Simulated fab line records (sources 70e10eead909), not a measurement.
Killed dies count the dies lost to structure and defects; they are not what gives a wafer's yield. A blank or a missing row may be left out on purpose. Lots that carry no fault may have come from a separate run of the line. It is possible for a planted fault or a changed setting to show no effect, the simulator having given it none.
Comparing a struck lot with a sound one :: flow nand harc :: 14 out of 1302 route steps
Sound: the wafers L990.2, L990.5, L990.6. Struck: wafers L103.2, L103.3. (L103.5 of the same lot was not struck and is left out.) The cause comes at the end.
Each step with rows lists, per side, the tool, then ch with its chambers, then its first start. Under that, the readings that differ: sound wafers :: struck wafers :: difference of the means :: sigmas: that difference in standard deviations of wafers without a fault.
alike: same words and numbers on both sides, and readings whose means sit less than 2 such deviations apart. not compared: any withheld reading, any reading some wafer has no value for, any bound like >300 that may hide the same value, and any number with overlapping values for which the record gives no deviation.
Wherever a step has rows on one side only, a row that says differs or no value, or a row with sigmas, the two part there. When numbers do not overlap yet have no deviation, they are printed without sigmas and do not part them. Lack of a reading on every wafer of one side parts them only where that side has two or more wafers.

NHARC_A_STAIRCASE_TRIM_222: chemistry O2, time 211.2 s.
  sound on rie diel-01 ch 1,2,3; struck on rie diel-01 ch 0,3
reading: oes product au (a.u.)
sound: 0.990 0.994 0.999
struck: 1.009 1.020
difference: +0.020
sigmas: +2
  alike: drypump motor current A, rf vpp V, showerhead plenum p Torr, throttle valve pct
  not compared: rf hours counter h
then, 2 steps without rows for these wafers: NHARC_A_STAIRCASE_ETCH_223 (etches the open film in C4F8/O2, target depth 100 nm, time 40.5 s); NHARC_A_STAIRCASE_TRIM_224 (chemistry O2, time 211.2 s).
NHARC_A_STAIRCASE_ETCH_225: etches the open film in C4F8/O2, target depth 100 nm, time 40.5 s.
  sound on rie diel-01 ch 1,2; struck on rie diel-01 ch 0,1
  alike: oes product au, rf fwd power W, rf vpp V
  not compared: rf hours counter h
then, 2 steps without rows for these wafers: NHARC_A_STAIRCASE_TRIM_226 (chemistry O2, time 211.2 s); NHARC_A_STAIRCASE_ETCH_227 (etches the open film in C4F8/O2, target depth 100 nm, time 40.5 s).
NHARC_A_STAIRCASE_TRIM_229: chemistry O2, time 211.2 s.
  sound on rie diel-04 ch 0,3, day 16 22:09; struck on rie diel-04 ch 1,3, day 22 18:56
  alike: drypump motor current A, oes product au, rf vpp V, showerhead plenum p Torr, throttle valve pct
  not compared: rf hours counter h
then, 1 step without rows for these wafers: NHARC_A_STAIRCASE_ETCH_230 (etches the open film in C4F8/O2, target depth 100 nm, time 40.5 s).
NHARC_A_STAIRCASE_TRIM_231: chemistry O2, time 211.2 s.
  sound on rie diel-04 ch 0,2,3; struck on rie diel-04 ch 0,1
  alike: drypump motor current A, oes product au, rf vpp V, showerhead plenum p Torr, throttle valve pct
  not compared: rf hours counter h
then, 1 step without rows for these wafers: NHARC_A_STAIRCASE_ETCH_232 (etches the open film in C4F8/O2, target depth 100 nm, time 40.5 s).
NHARC_A_STAIRCASE_TRIM_233: chemistry O2, time 211.2 s.
  sound on rie diel-04 ch 0,2,3; struck on rie diel-04 ch 1,2
  alike: drypump motor current A, oes product au, rf vpp V, showerhead plenum p Torr, throttle valve pct
  not compared: rf hours counter h
NHARC_A_STAIRCASE_ETCH_234: etches the open film in C4F8/O2, target depth 100 nm, time 40.5 s.
  sound on rie diel-04 ch 0,1,2, day 16 22:52; struck on rie diel-04 ch 0,2, day 22 19:34
reading: oes product au (a.u.)
sound: 0.950 0.972 0.956
struck: 1.060 1.074
difference: +0.108
sigmas: +8
  alike: rf fwd power W, rf vpp V
  not compared: rf hours counter h
then, 1 step without rows for these wafers: NHARC_A_STAIRCASE_TRIM_235 (chemistry O2, time 211.2 s).
-- the record jumps here: 8 days lie between the struck wafers' starts before and after (it left off in module A_STAIRCASE and takes up again in module END, whose first step shown is number 1302 of the route) --
NHARC_END_SORT_01:
  sound on prober-01 ch 0, day 25 12:59; struck on prober-02 ch 0, day 31 05:38
reading: killed at array
sound: 61 41 63
struck: 229 285
difference: +202
sigmas: +10

reading: killed dies
sound: 64 42 66
struck: 233 287
difference: +203
sigmas: +10
  alike: killed at other, killed at periphery, killed open, killed short

WHERE THEY PART
At NHARC_A_STAIRCASE_TRIM_222 first; at NHARC_END_SORT_01 last (within this record only).

WHY: what the simulator had put in
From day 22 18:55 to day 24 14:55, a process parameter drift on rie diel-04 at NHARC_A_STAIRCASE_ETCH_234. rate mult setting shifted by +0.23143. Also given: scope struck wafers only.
